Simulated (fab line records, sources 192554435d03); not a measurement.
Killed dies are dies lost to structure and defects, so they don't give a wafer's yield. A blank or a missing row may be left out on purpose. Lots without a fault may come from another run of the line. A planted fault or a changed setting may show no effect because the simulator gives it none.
Chamber matching | flow n5_finfet | N5_FIN_SAQP_MANDREL2_REMOVE_60 on rie_si-05: 4 sister chambers
The step chemistry HBr/Cl2/O2, target a-Si, stops on SiNx, bt time 10 s. 4 wafers are shown with their chamber, then 9 later ones without.

WAFERS WITH THEIR CHAMBER
wafer  | chamber | oes_product_au (a.u.)
L089.5 | 2       | 1.018
L090.4 | 3       | 0.982
L090.5 | 0       | 1.017
L090.6 | 1       | 1.000

WAFERS WITHOUT THEIR CHAMBER
wafer  | oes_product_au (a.u.)
L091.2 | 1.005
L091.4 | 1.011
L091.6 | 1.009
L092.3 | 1.019
L092.4 | 1.010
L092.5 | 1.008
L093.1 | 1.000
L093.2 | 0.985
L093.6 | 1.012

WHICH CHAMBER EACH WENT THROUGH
wafer  | from the rows above          | in truth
L091.2 | can't be placed: 1 or 0 or 2 | 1
L091.4 | can't be placed: 0 or 2 or 1 | 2
L091.6 | can't be placed: 0 or 1 or 2 | 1
L092.3 | can't be placed: 2 or 0      | 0
L092.4 | can't be placed: 0 or 2 or 1 | 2
L092.5 | can't be placed: 1 or 0 or 2 | 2
L093.1 | 1                            | 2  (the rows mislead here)
L093.2 | 3                            | 3
L093.6 | can't be placed: 0 or 2 or 1 | 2
Placed correctly: 1 of 9. Can't be placed from these rows: 7 (the true chamber is among the candidates in 7). Placed wrongly: 1.
How it was worked out, from the rows above alone: a wafer's distance from a chamber is the root of the sum, over the readings, of the square of ((its reading less the chamber's mean) divided by the reading's scatter). The wafer belongs to the nearest chamber; if the next one is less than 2 further off, it can't be placed. A chamber's mean is the mean of its shown wafers. The scatter: with one shown wafer a chamber, the root of the mean of the squares of how far each hidden wafer lies from its nearest shown one.
